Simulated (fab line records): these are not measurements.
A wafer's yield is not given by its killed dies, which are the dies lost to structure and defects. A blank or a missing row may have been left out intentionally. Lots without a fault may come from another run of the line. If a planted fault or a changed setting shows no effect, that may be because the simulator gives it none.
A lot that was struck, set against a sound lot ; flow n5_finfet ; 36 out of 1938 route steps
Sound: these wafers, L793.1, L793.5, L793.6. Wafers L792.1, L792.3, L792.5 were the ones struck. The cause is named last.
At each step with rows: each side's tool, then ch and its chambers, then its first start. Under that, the readings that differ: sound wafers ; struck wafers ; difference of the means ; sigmas: that difference in standard deviations of wafers without a fault.
alike: words and numbers the same on both sides, and readings whose means are apart by under 2 such deviations; not compared: readings that were withheld, readings missing a value for some wafer, numbers with overlapping values and no deviation given by the record, and bounds like >300 which may hide the same value.
The two part at a step that has a row with sigmas, a row that says differs or no value, or rows on one side only. Numbers that don't overlap but have no deviation are shown without sigmas and don't part them. A reading that every wafer of one side lacks parts them only if that side has two wafers or more.

first, 10 steps without rows for these wafers: N5_BEOL_M15_DESCUM_33 (chemistry O2, time 7.9 s); N5_BEOL_M15_ETCH_61 (etches BARC in N2/H2, target depth 89 nm, overetch 26.7 nm, time 67.9 s); N5_BEOL_M15_TRENCH_ETCH_34 (etches SiO2 in C4F8/O2/Ar, target depth 872.93 nm, time 199 s); N5_BEOL_M15_STRIP_36 (strips in O2); N5_BEOL_M15_STRIP_62 (strips in O2); N5_BEOL_M15_STRIP_37 (strips in O2); N5_BEOL_M15_ETCH_38 (etches SiCN in CF4/N2, target depth 106.4 nm, time 120.5 s); N5_BEOL_M15_PRECLEAN_39 (cleans in residue remover, time 60 s); N5_BEOL_M15_SRD_40 (time 30 s, dry time 30 s); N5_BEOL_M15_DEGAS_41 (time 60 s).
N5_BEOL_M15_PRE_CLEAN_42: time 30 s.
  struck on pvd_sputter-01, day 16 02:49; sound on pvd_sputter-03, day 15 20:28
  alike: heater_power_w
then, 24 steps without rows for these wafers: N5_BEOL_M15_SPUTTER_43 (material TaN, target thk 15 nm, time 24.19 s); N5_BEOL_M15_SPUTTER_44 (material Ta, target thk 15 nm, time 24.19 s); N5_BEOL_M15_SPUTTER_45 (material Cu, target thk 100 nm, time 16.67 s); N5_BEOL_M15_ECD_47 (material Cu, target thk 1860 nm); N5_BEOL_M15_ANNEAL_48 (time 90 s); N5_BEOL_M15_CMP_49 (polishes, stops on SiO2, t overpolish 4.9 s, target thk 850 nm); N5_BEOL_M15_PRE_CLEAN_52 (time 15 s); N5_BEOL_M15_DEP_53 (deposits SiCN from 3MS/NH3, target thk 50 nm, time 17.8 s); N5_PASSIVATION_PECVD_00 (deposits SiO2 from SiH4/N2O, target thk 200 nm, time 11.2 s); N5_MIM_BOT_DEGAS_01 (time 60 s); N5_MIM_BOT_SPUTTER_00 (material TiN, target thk 35 nm, time 89.7 s); N5_MIM_TOP_ALD_00 (deposits Al2O3, purge time 3 s, co reactant pulse time 3 s); N5_MIM_TOP_ALD_01 (deposits HfO2, target thk 5.6 nm, pulse time 1 s, purge time 3 s); N5_MIM_TOP_ALD_02 (deposits Al2O3, purge time 3 s, co reactant pulse time 3 s); N5_MIM_TOP_DEGAS_04 (time 60 s); N5_MIM_TOP_SPUTTER_03 (material TiN, target thk 35 nm, time 89.7 s); N5_MIM_TOP_LITHO_HMDS_01 (time 60 s); N5_MIM_TOP_LITHO_COAT_02; N5_MIM_TOP_LITHO_EBR_04; N5_MIM_TOP_LITHO_SOFTBAKE_03 (time 90 s); N5_MIM_TOP_LITHO_EXPOSE_05 (exposes mask MIM TOP, target cd 2000 nm); N5_MIM_TOP_LITHO_PEB_06; N5_MIM_TOP_LITHO_DEVELOP_07 (develop time 60 s); N5_MIM_TOP_LITHO_HARDBAKE_09 (time 120 s).
N5_PASSIVATION_PROBE_49:
  struck on prober-02, day 16 17:37; sound on prober-02, day 16 14:55
reading;sound;struck;difference;sigmas
defect_limited_yield (%);89.0 90.1;83.0 87.4 83.6;-4.9;-4
killed_at_M4_up;11 7;111 59 125;+89;+17
killed_at_front_end;65 57;31 32 38;-27;-3
killed_dies;130 117;201 149 194;+58;+4
killed_open;88 90;71 62 54;-27;-2
sort_bin_5_function (%);6.7 5.4;10.9 7.1 10.8;+3.5;+4
sort_n_pass;1050 1063;979 1031 986;-58;-4
sort_yield_pct (%);89.0 90.1;83.0 87.4 83.6;-4.9;-4
  alike: killed_at_M0_to_M3, killed_at_contacts, killed_at_other, killed_short, sort_bin_6_memory

## WHERE THEY PART
Only at N5_PASSIVATION_PROBE_49, as far as this record shows.

WHY: what the simulator had put in
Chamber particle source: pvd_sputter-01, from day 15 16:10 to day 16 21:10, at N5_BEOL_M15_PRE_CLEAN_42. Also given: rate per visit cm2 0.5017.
